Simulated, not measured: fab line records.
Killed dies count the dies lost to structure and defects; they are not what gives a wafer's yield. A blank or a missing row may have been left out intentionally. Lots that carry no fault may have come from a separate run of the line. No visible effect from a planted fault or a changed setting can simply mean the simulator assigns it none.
Problem report in the 8D (eight disciplines) form, filled by code    flow n5-finfet    the parts of the form that need people (team, actions taken, sign-off) are left out

== 1. WHAT IS WRONG ==
spin-speed-rpm at N5_BEOL_M7_COAT_22 reads a mean of 1549.2 rpm on 6 wafers of 2 lots; wafers without a fault read 1500.1 rpm with a standard deviation of 1. That puts it +49 standard deviations away from the usual mean.
The step: resist thk 30 nm.
First observed at day 13 17:29: wafer L538.2, on litho-track-02. Wafers with a number at this step in the record: 18, from 6 lots. Rule for "out", or "out of limits": more than 4 standard deviations from the usual mean. The rest of the wafers with a number are treated as sound.

== 2. WHAT IT IS AND WHAT IT IS NOT ==
question                     is                      is not
which readings at this step  spin-speed-rpm          exhaust-pa
which lots                   L538, L542              L527, L528, L544, L545
which wafers of those lots   all that have a number  -
read on which tools          litho-track-02          litho-track-04
when                         from day 13 17:29       up to then (6 sound wafers); but 6 sound wafers of L544, L545 came after

== 3. THE SUSPECTS, EACH WITH WHAT RULES IT OUT ==
Counting: a tool at any process step up to the reading remains a suspect when it ran all the lots that are out and ran no sound lot after the first of those.
- rie-diel-02 at N5_BEOL_M7_DESCUM_16 (chemistry O2, time 7.9 s): ruled out as a lasting fault. Sound lots L544, L545 ran on it after its first lot that is out, L538 (day 13 16:04).
- rie-diel-02 at N5_BEOL_M7_ETCH_61 (etches SiARC in CF4, target depth 45.5 nm, time 75.8 s): ruled out as a lasting fault. Sound lots L544, L545 ran on it after its first lot that is out, L538 (day 13 16:07).
- rie-diel-02 at N5_BEOL_M7_STRIP_67 (strips in CF4): ruled out as a lasting fault. Sound lots L544, L545 ran on it after its first lot that is out, L538 (day 13 16:19).
- litho-track-02 at N5_BEOL_M7_COAT_22 (resist thk 30 nm): kept. All lots that are out passed through it, beginning with L538 at day 13 17:29, and no sound lot followed; its final sound lot before that point was L528 at day 10 10:11. Out on those wafers are its own readings of spin-speed-rpm.
Left after counting: litho-track-02 at N5_BEOL_M7_COAT_22.

== 4. THE CAUSE (what the simulator had put in) ==
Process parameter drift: litho-track-02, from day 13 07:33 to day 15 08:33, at N5_BEOL_M7_COAT_22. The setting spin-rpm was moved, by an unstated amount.
Counting left only this tool.

== 5. THE CHAIN OF EFFECTS, in route order ==
One row per reading whose mean, taken over the struck wafers that have a number, lies over 3 standard deviations from the usual. Only readings for which the record gives a usual standard deviation are gone through. hours: the time from each lot's start at the first step in this table that gives one to its start at this step, as a median over the lots. sigmas: the change in usual standard deviations.
hours  step                reading         usual       on struck wafers  change  sigmas
0      N5_BEOL_M7_COAT_22  spin-speed-rpm  1500.1 rpm  1549.2            +49.1   +49
It contains these process steps:
- N5_BEOL_M7_COAT_22: resist thk 30 nm.
Later steps that measure or inspect, where all struck wafers having a row at the step show a number for every such reading and not one has moved that far: N5_BEOL_M7_CD_MEAS_28, N5_BEOL_M7_OVL_MEAS_29, N5_BEOL_M7_INSPECT_30.

== 6. HOW IT WOULD HAVE BEEN CAUGHT EARLIER ==
First out-of-limits reading in this record: day 13 17:29, which is 10 hours after fault onset at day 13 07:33.
